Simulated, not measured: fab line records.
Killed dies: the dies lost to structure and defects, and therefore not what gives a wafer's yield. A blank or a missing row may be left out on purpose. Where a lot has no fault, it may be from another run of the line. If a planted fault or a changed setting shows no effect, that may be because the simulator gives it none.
fab line records ; flow nandHarc
record: lots: 14; wafers: 42; lastDay: 34
route steps=1302 shown P_M0@275 P_M1@296 END@1302
lots that met no fault: taken from a fault-free run of the same line
startH: hours from the record's opening day to when the first of the lot's shown wafers began ; waitH: hours from the lot's prior step to this one ; " the same as in the row above ; L1.1+2: a single row standing in for several wafers ; - no value, or no start given ; * or withheld: withheld ; < > ~ a bound
route shown NAME@n: a module of which the file shows steps, and the number in the route of the first ; usual: mean/standard deviation taken from wafers without a fault ; same: alike in all rows ; chamber/n: place in a boat ; sites: the reading at each site ; _std_site: the standard deviation of these ; _edge_site: mean of outer sites minus mean of inner sites ; radiusMm: for every site, how far away it sits from the centre of the wafer ; mask NAME#n: copy n ; behind: the most recent tool/chamber to have shaped the wafer ; hold: cause of the lot's hold/its duration in hours/its outcome ; device: which transistor (n, p or np) failed to switch ; end of line: tests of these same wafers at the route's end ; a step given without rows: its recipe and nothing more ; killed: not the wafer's yield, but the dies lost to structure and defects at the first sort ; map: per-die view of a wafer (x killed, . not killed, _ where there is no die)
set.NAME: setting as actually run; set.NAME@STEP: the setting as run at that earlier step ; model.NAME: the simulator's own value behind a step, which no gauge read
the route's steps for a sample of lots (tables are steps, rows are wafers)
services: from which hour (startH, from the record's first day; less than 0 if before it) a tool's chamber was out of use, for how many hours, and why
== steps ==
step: NHARC_P_M0_PVD_21
recipe: targetThkA: 300; chamberPressurePa: 5; powerW: 5000; substrateTempC: 30; timeS: 20.49; material: Cu
usual: chamberPressurePa: 4.999/0.01; throttleValvePct: 29.9/1.2
lot.wafer;tool;chamber;startH;waitH;chamberPressurePa;throttleValvePct
L842.2;pvdSputter-02;-;-;-;4.984;29.0
L842.1;pvdSputter-02;-;-;-;5.005;29.1
L842.5;pvdSputter-02;-;-;-;4.992;29.1
L843.4;pvdSputter-03;-;-;-;4.991;29.2
L843.6;pvdSputter-03;-;-;-;4.995;29.5
L843.5;pvdSputter-03;-;-;-;5.018;30.6
L845.1;pvdSputter-01;-;-;-;5.007;30.9
L845.4;pvdSputter-01;-;-;-;5.008;32.6
L845.5;pvdSputter-01;-;-;-;5.000;31.0
L846.4;pvdSputter-03;-;-;-;5.001;29.4
L846.5;pvdSputter-03;-;-;-;5.016;29.5
L846.6;pvdSputter-03;-;-;-;5.011;30.9
L853.4;pvdSputter-01;-;-;-;4.983;28.1
L853.1;pvdSputter-01;-;-;-;5.012;32.1
L853.2;pvdSputter-01;-;-;-;4.981;30.5
L854.1;pvdSputter-03;-;-;-;5.003;30.0
L854.5;pvdSputter-03;-;-;-;5.009;30.4
L854.6;pvdSputter-03;-;-;-;5.022;29.3
L857.3;pvdSputter-02;-;-;-;4.996;29.0
L857.2;pvdSputter-02;-;-;-;5.002;28.9
L857.5;pvdSputter-02;-;-;-;4.999;28.9
L855.1;pvdSputter-03;-;-;-;5.007;29.6
L855.5;pvdSputter-03;-;-;-;4.997;30.5
L855.6;pvdSputter-03;-;-;-;4.986;30.4
L856.3;pvdSputter-01;-;-;-;4.992;28.3
L856.6;pvdSputter-01;-;-;-;4.977;32.3
L856.5;pvdSputter-01;-;-;-;5.022;30.7
L858.2;pvdSputter-03;-;-;-;4.999;29.4
L858.1;pvdSputter-03;-;-;-;4.985;29.9
L858.5;pvdSputter-03;-;-;-;4.999;29.6
L860.1;pvdSputter-01;-;-;-;5.001;28.2
L860.3;pvdSputter-01;-;-;-;5.006;32.6
L860.2;pvdSputter-01;-;-;-;4.974;31.8
L861.1;pvdSputter-03;-;-;-;5.004;30.2
L861.4;pvdSputter-03;-;-;-;4.999;29.4
L861.6;pvdSputter-03;-;-;-;4.995;30.6
L864.4;pvdSputter-01;-;-;-;5.008;31.7
L864.2;pvdSputter-01;-;-;-;4.998;30.8
L864.6;pvdSputter-01;-;-;-;4.992;28.2
L865.4;pvdSputter-01;-;-;-;4.981;31.4
L865.5;pvdSputter-01;-;-;-;4.985;32.4
L865.6;pvdSputter-01;-;-;-;5.003;30.7
step: NHARC_P_M1_OVL_MEAS_10
recipe: pitchNm: 260
usual: overlayXNm: 0.3/0.81; overlayYNm: 0.1/0.74
lot.wafer;tool;chamber;startH;waitH;overlayXNm;overlayYNm
L842.1;overlay-02;-;124.79;-;-0.9;-1.2
L842.2;overlay-02;-;124.79;-;0.0;-1.0
L842.5;overlay-02;-;124.79;-;-0.4;-1.4
L843.4;overlay-02;-;137.90;-;1.0;1.4
L843.5;overlay-02;-;137.90;-;1.3;0.5
L843.6;overlay-02;-;137.90;-;1.3;1.5
L845.1;overlay-01;-;155.02;-;-0.2;-0.3
L845.4;overlay-01;-;155.02;-;0.1;0.2
L845.5;overlay-01;-;155.02;-;0.3;-0.7
L846.4;overlay-01;-;166.27;-;-0.3;0.4
L846.5;overlay-01;-;166.27;-;-0.1;0.7
L846.6;overlay-01;-;166.27;-;-0.2;0.3
L853.1;overlay-01;-;247.63;-;2.2;-0.5
L853.2;overlay-01;-;247.63;-;1.8;0.3
L853.4;overlay-01;-;247.63;-;1.4;-0.5
L854.1;overlay-02;-;248.39;-;-0.4;0.6
L854.5;overlay-02;-;248.39;-;0.5;0.4
L854.6;overlay-02;-;248.39;-;0.3;0.7
L857.2;overlay-02;-;270.60;-;-0.2;0.0
L857.3;overlay-02;-;270.60;-;0.4;0.1
L857.5;overlay-02;-;270.60;-;0.6;0.5
L855.1;overlay-02;-;271.48;-;-0.7;0.8
L855.5;overlay-02;-;271.48;-;0.1;1.0
L855.6;overlay-02;-;271.48;-;-0.3;0.3
L856.3;overlay-01;-;273.41;-;0.1;-0.7
L856.5;overlay-01;-;273.41;-;0.0;-0.4
L856.6;overlay-01;-;273.41;-;-0.3;-0.3
L858.1;overlay-01;-;290.53;-;0.4;0.3
L858.2;overlay-01;-;290.53;-;1.4;1.3
L858.5;overlay-01;-;290.53;-;0.3;0.8
L860.1;overlay-02;-;309.19;-;-1.0;-0.6
L860.2;overlay-02;-;309.19;-;-1.1;-1.1
L860.3;overlay-02;-;309.19;-;-2.0;-0.2
L861.1;overlay-02;-;318.39;-;-0.1;0.8
L861.4;overlay-02;-;318.39;-;0.0;0.6
L861.6;overlay-02;-;318.39;-;0.8;1.1
L864.2;overlay-01;-;351.35;-;0.3;-0.8
L864.4;overlay-01;-;351.35;-;0.8;-0.4
L864.6;overlay-01;-;351.35;-;0.4;-0.9
L865.4;overlay-01;-;354.57;-;0.4;1.5
L865.5;overlay-01;-;354.57;-;0.7;1.7
L865.6;overlay-01;-;354.57;-;0.7;1.6
step: NHARC_P_M1_CD_MEAS_16
usual: cdNm: 129.9/0.69
lot.wafer;tool;chamber;startH;waitH;cdNm
L842.1;cdSem-03;-;125.20;-;129.9
L842.2;cdSem-03;-;125.20;-;130.8
L842.5;cdSem-03;-;125.20;-;129.5
L843.4;cdSem-01;-;138.31;-;132.3
L843.5;cdSem-01;-;138.31;-;130.2
L843.6;cdSem-01;-;138.31;-;129.5
L845.1;cdSem-01;-;155.43;-;130.6
L845.4;cdSem-01;-;155.43;-;130.3
L845.5;cdSem-01;-;155.43;-;130.1
L846.4;cdSem-02;-;166.68;-;129.5
L846.5;cdSem-02;-;166.68;-;129.0
L846.6;cdSem-02;-;166.68;-;129.4
L853.1;cdSem-02;-;248.04;-;130.4
L853.2;cdSem-02;-;248.04;-;129.4
L853.4;cdSem-02;-;248.04;-;129.7
L854.1;cdSem-03;-;248.80;-;129.5
L854.5;cdSem-03;-;248.80;-;129.0
L854.6;cdSem-03;-;248.80;-;129.5
L857.2;cdSem-01;-;271.01;-;130.3
L857.3;cdSem-01;-;271.01;-;129.6
L857.5;cdSem-01;-;271.01;-;129.3
L855.1;cdSem-03;-;271.89;-;129.9
L855.5;cdSem-03;-;271.89;-;130.0
L855.6;cdSem-03;-;271.89;-;130.2
L856.3;cdSem-03;-;273.81;-;130.4
L856.5;cdSem-03;-;273.81;-;129.4
L856.6;cdSem-03;-;273.81;-;129.7
L858.1;cdSem-03;-;290.93;-;130.3
L858.2;cdSem-03;-;290.93;-;130.3
L858.5;cdSem-03;-;290.93;-;129.6
L860.1;cdSem-01;-;309.59;-;130.1
L860.2;cdSem-01;-;309.59;-;130.5
L860.3;cdSem-01;-;309.59;-;130.0
L861.1;cdSem-01;-;318.80;-;128.9
L861.4;cdSem-01;-;318.80;-;129.8
L861.6;cdSem-01;-;318.80;-;130.8
L864.2;cdSem-01;-;351.75;-;130.9
L864.4;cdSem-01;-;351.75;-;130.8
L864.6;cdSem-01;-;351.75;-;130.8
L865.4;cdSem-03;-;354.98;-;129.8
L865.5;cdSem-03;-;354.98;-;129.4
L865.6;cdSem-03;-;354.98;-;129.0
step: NHARC_P_M1_ANNEAL_31
recipe: tempC: 225; timeS: 90
usual: annealTempC: 224.97/0.17; annealTempCMax: 226.0/0.3; wafer_temp_C_max: 226.3/0.4
lot.wafer;tool;chamber;startH;waitH;annealTempC;annealTempCMax;wafer_temp_C_max
L842.1;rtpAnneal-02;0;126.65;-;225.01;226.0;226.3
L842.2;rtpAnneal-02;0;126.65;-;225.27;226.4;225.7
L842.5;rtpAnneal-02;0;126.65;-;225.05;226.0;226.0
L843.4;rtpAnneal-01;0;139.90;0.4;224.68;225.8;226.1
L843.5;rtpAnneal-01;0;139.90;0.4;224.92;226.2;227.0
L843.6;rtpAnneal-01;0;139.90;0.4;224.83;226.0;226.3
L845.1;rtpAnneal-02;0;156.88;0.3;225.18;226.1;225.9
L845.4;rtpAnneal-02;0;156.88;0.3;225.29;226.1;225.8
L845.5;rtpAnneal-02;0;156.88;0.3;225.14;225.9;226.1
L846.4;rtpAnneal-01;0;168.44;0.5;225.40;226.9;226.2
L846.5;rtpAnneal-01;0;168.44;0.5;225.02;226.6;226.0
L846.6;rtpAnneal-01;0;168.44;0.5;224.95;226.3;226.7
L853.1;rtpAnneal-01;-;249.49;0.3;-;-;-
L853.2;rtpAnneal-01;-;249.49;0.3;-;-;-
L853.4;rtpAnneal-01;-;249.49;0.3;-;-;-
L854.1;rtpAnneal-02;-;250.35;0.3;-;-;-
L854.5;rtpAnneal-02;-;250.35;0.3;-;-;-
L854.6;rtpAnneal-02;-;250.35;0.3;-;-;-
L857.2;rtpAnneal-01;0;272.51;0.3;225.00;226.3;226.1
L857.3;rtpAnneal-01;0;272.51;0.3;225.12;226.2;227.2
L857.5;rtpAnneal-01;0;272.51;0.3;225.32;226.7;226.1
L855.1;rtpAnneal-02;-;273.34;-;-;-;-
L855.5;rtpAnneal-02;-;273.34;-;-;-;-
L855.6;rtpAnneal-02;-;273.34;-;-;-;-
L856.3;rtpAnneal-01;0;275.37;0.3;225.03;226.2;227.4
L856.5;rtpAnneal-01;0;275.37;0.3;225.00;226.6;226.6
L856.6;rtpAnneal-01;0;275.37;0.3;224.85;226.0;227.0
L858.1;rtpAnneal-01;0;292.39;0.3;225.13;226.5;226.2
L858.2;rtpAnneal-01;0;292.39;0.3;224.85;226.0;226.2
L858.5;rtpAnneal-01;0;292.39;0.3;224.67;225.9;226.8
L860.1;rtpAnneal-02;0;311.06;0.3;224.97;225.7;225.7
L860.2;rtpAnneal-02;0;311.06;0.3;224.71;225.4;225.6
L860.3;rtpAnneal-02;0;311.06;0.3;225.06;225.8;225.6
L861.1;rtpAnneal-02;0;320.25;-;225.16;226.2;226.3
L861.4;rtpAnneal-02;0;320.25;-;225.16;226.0;225.7
L861.6;rtpAnneal-02;0;320.25;-;224.92;225.6;225.7
L864.2;rtpAnneal-02;0;353.31;-;225.23;226.1;226.2
L864.4;rtpAnneal-02;0;353.31;-;224.97;226.1;226.0
L864.6;rtpAnneal-02;0;353.31;-;225.34;226.3;226.7
L865.4;rtpAnneal-02;0;356.57;0.4;225.35;226.3;226.2
L865.5;rtpAnneal-02;0;356.57;0.4;225.02;225.8;225.9
L865.6;rtpAnneal-02;0;356.57;0.4;225.07;225.8;226.1
step: NHARC_END_SORT_01
recipe: tempC: 25
usual: defectLimitedYield: 91.2/2.8; killedAtArray: 56/19; killedAtOther: 0.8/1.1; killedAtPeriphery: 3.4/2.5; killedDies: 60/19; killedOpen: 2.9/1.7; killedShort: 2.4/1.6
same: grossDies: 677
lot.wafer;tool;chamber;startH;waitH;defectLimitedYield[%];killedAtArray;killedAtOther;killedAtPeriphery;killedDies;killedOpen;killedShort
L854.1;prober-02;0;681.30;2.5;89.7;48;0;22;70;2;0
L854.5;prober-02;0;684.45;3.7;89.4;50;0;22;72;2;0
L854.6;prober-02;0;685.24;3.9;87.0;59;0;29;88;3;3
L855.1;prober-01;0;709.03;2.5;88.9;42;0;33;75;2;2
L855.5;prober-01;0;712.22;3.7;90.7;39;1;23;63;5;1
L855.6;prober-01;0;713.02;4.0;90.4;40;0;25;65;1;2
L856.3;prober-02;0;710.70;3.1;96.0;21;0;6;27;3;2
L856.5;prober-02;0;712.28;3.7;95.4;24;1;6;31;6;2
L856.6;prober-02;0;713.07;3.9;96.0;23;0;4;27;4;1
L857.2;prober-01;0;717.65;2.8;88.2;77;0;3;80;2;2
L857.3;prober-01;0;718.44;3.1;85.7;94;0;3;97;2;1
L857.5;prober-01;0;720.03;3.7;87.7;83;0;0;83;2;4
L858.1;prober-01;0;729.62;2.5;93.1;44;3;0;47;3;5
L858.2;prober-01;0;730.42;2.8;93.1;42;2;3;47;3;4
L858.5;prober-01;0;732.82;3.7;92.5;46;2;3;51;3;3
killed by level:class
L854.1 A_CHANNEL_HOLE_D1:chamberFilmFlake=23 P_M1:areaAnneal=20 A_CHANNEL_HOLE_D2:chamberFilmFlake=18 A_SLIT:chamberFilmFlake=2 A_CHANNEL_FILL_D2:geometricParticle:open=1 A_CHANNEL_HOLE_D1:geometricParticle:open=1 P_ZERO_WELL:chamberFilmFlake=1 P_M1:chamberFilmFlake=1
L854.5 A_CHANNEL_HOLE_D1:chamberFilmFlake=27 P_M1:areaAnneal=18 A_CHANNEL_HOLE_D2:chamberFilmFlake=17 A_SLIT:chamberFilmFlake=3 A_CONTACT:chamberFilmFlake=2 P_GATE:geometricParticle:open=1 P_CONTACT:geometricParticle:open=1 P_ZERO_WELL:chamberFilmFlake=1
L854.6 A_CHANNEL_HOLE_D1:chamberFilmFlake=28 P_M1:areaAnneal=23 A_CHANNEL_HOLE_D2:chamberFilmFlake=15 A_SLIT:chamberFilmFlake=5 A_CONTACT:chamberFilmFlake=5 P_GATE:chamberFilmFlake=2 P_STI:geometricParticle:short=1 A_CHANNEL_FILL_D1:geometricParticle:short=1
L855.1 P_M1:areaAnneal=32 A_CHANNEL_HOLE_D2:chamberFilmFlake=18 A_CONTACT:chamberFilmFlake=8 A_CHANNEL_HOLE_D1:chamberFilmFlake=5 A_SLIT:chamberFilmFlake=3 A_ONON_D1:geometricParticle:open=1 A_ONON_D1:geometricParticle:short=1 A_CHANNEL_FILL_D2:geometricParticle:open=1
L856.3 A_CHANNEL_HOLE_D1:chamberFilmFlake=12 A_CONTACT:chamberFilmFlake=6 P_CONTACT:geometricParticle:open=3 P_M0:geometricParticle:short=1 A_CHANNEL_FILL_D2:geometricParticle:short=1 P_ZERO_WELL:chamberFilmFlake=1 P_GATE:chamberFilmFlake=1 A_SLIT:chamberFilmFlake=1
L855.5 P_M1:areaAnneal=20 A_CHANNEL_HOLE_D2:chamberFilmFlake=11 A_CHANNEL_HOLE_D1:chamberFilmFlake=9 A_CONTACT:chamberFilmFlake=5 A_DECK1_JOINT:chamberFilmFlake=3 A_SLIT:chamberFilmFlake=3 A_ONON_D1:geometricParticle:open=2 A_STAIRCASE:chamberFilmFlake=2
L856.5 A_CHANNEL_HOLE_D1:chamberFilmFlake=9 A_CONTACT:chamberFilmFlake=5 P_GATE:chamberFilmFlake=4 A_DECK1_JOINT:chamberFilmFlake=2 P_CONTACT:geometricParticle:short=1 P_CONTACT:geometricParticle:open=1 A_ONON_D1:geometricParticle:open=1 A_DECK1_JOINT:geometricParticle:open=1
L855.6 P_M1:areaAnneal=24 A_CHANNEL_HOLE_D2:chamberFilmFlake=23 A_CONTACT:chamberFilmFlake=5 A_CHANNEL_HOLE_D1:chamberFilmFlake=3 A_STAIRCASE:chamberFilmFlake=2 A_CHANNEL_FILL_D1:geometricParticle:short=1 A_SGD_CUT:geometricParticle:short=1 A_BLC:geometricParticle:open=1
L856.6 A_CONTACT:chamberFilmFlake=10 A_CHANNEL_HOLE_D1:chamberFilmFlake=5 P_CONTACT:geometricParticle:open=2 A_SLIT:chamberFilmFlake=2 A_ONON_D1:geometricParticle:short=1 A_CHANNEL_FILL_D1:geometricParticle:open=1 A_CHANNEL_FILL_D2:geometricParticle:open=1 P_GATE:chamberFilmFlake=1
L857.2 A_SLIT:chamberFilmFlake=25 A_CHANNEL_HOLE_D1:chamberFilmFlake=23 A_CHANNEL_HOLE_D2:chamberFilmFlake=20 A_ONON_D1:geometricParticle:short=1 A_ONON_D2:geometricParticle:short=1 A_WL_FILL:geometricParticle:open=1 A_M0:geometricParticle:open=1 P_STI:chamberFilmFlake=1
L857.3 A_SLIT:chamberFilmFlake=33 A_CHANNEL_HOLE_D2:chamberFilmFlake=29 A_CHANNEL_HOLE_D1:chamberFilmFlake=27 A_M1:chamberFilmFlake=2 P_GATE:geometricParticle:open=1 P_M0:geometricParticle:short=1 A_CHANNEL_FILL_D2:geometricParticle:open=1 P_ZERO_WELL:chamberFilmFlake=1
L857.5 A_SLIT:chamberFilmFlake=30 A_CHANNEL_HOLE_D1:chamberFilmFlake=29 A_CHANNEL_HOLE_D2:chamberFilmFlake=16 A_SOURCE_PLATE:geometricParticle:short=1 A_CHANNEL_FILL_D1:geometricParticle:open=1 A_DECK1_JOINT:geometricParticle:open=1 A_CHANNEL_HOLE_D2:geometricParticle:short=1 A_SGD_CUT:geometricParticle:short=1
L858.1 A_CHANNEL_HOLE_D2:chamberFilmFlake=22 A_CHANNEL_HOLE_D1:chamberFilmFlake=8 A_CONTACT:chamberFilmFlake=4 THIN_TSV:chamberFilmFlake=3 A_ONON_D1:geometricParticle:short=2 A_ONON_D1:geometricParticle:open=1 A_DECK1_JOINT:geometricParticle:open=1 A_DECK1_JOINT:geometricParticle:short=1
L858.2 A_CHANNEL_HOLE_D2:chamberFilmFlake=22 A_CHANNEL_HOLE_D1:chamberFilmFlake=7 A_CONTACT:chamberFilmFlake=6 A_CHANNEL_FILL_D2:geometricParticle:short=2 A_WL_FILL:geometricParticle:short=2 THIN_TSV:chamberFilmFlake=2 P_M0:geometricParticle:open=1 A_SGD_CUT:geometricParticle:open=1
L858.5 A_CHANNEL_HOLE_D2:chamberFilmFlake=18 A_CHANNEL_HOLE_D1:chamberFilmFlake=11 A_CONTACT:chamberFilmFlake=7 P_STI:chamberFilmFlake=2 A_SLIT:chamberFilmFlake=2 THIN_TSV:chamberFilmFlake=2 P_M0:geometricParticle:open=1 A_SOURCE_PLATE:geometricParticle:short=1
== services ==
tool;chamber;startH;hours;kind
pvdSputter-02;-;104.00;10.0;pm
pvdSputter-03;-;135.60;0.5;repair
pvdSputter-03;-;170.00;10.0;pm
pvdSputter-01;-;226.02;10.0;pm
pvdSputter-03;-;246.59;1.0;repair
pvdSputter-02;-;247.77;8.5;repair
pvdSputter-02;-;282.00;10.0;pm
pvdSputter-01;-;339.34;8.4;repair
pvdSputter-03;-;348.08;10.0;pm
== key ==
firstSign: step: NHARC_P_M1_ANNEAL_31; reading: toolRecord; direction: missing
effect: step: NHARC_END_SORT_01; reading: killedAtPeriphery; direction: up; sigmas: 9.1; usual: 3.4; struck: 25.7
metAt NHARC_P_M1_ANNEAL_31
struckLots L853,L854,L855
sortLeftOut L853.1,L853.2,L853.4
notActingAt NHARC_P_M0_PVD_21,NHARC_P_M1_OVL_MEAS_10,NHARC_P_M1_CD_MEAS_16
onsetBetween 168.44 249.49
fault: kind: skippedStepWhole; tool: rtpAnneal-01,rtpAnneal-02; chamber: -; onsetH: 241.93; steps: NHARC_P_M1_ANNEAL_31; scope: struckLotsOnly
sortLeftOut: the simulated sort isn't trusted on such a fault, so these wafers' sort isn't shown, and their yield isn't known
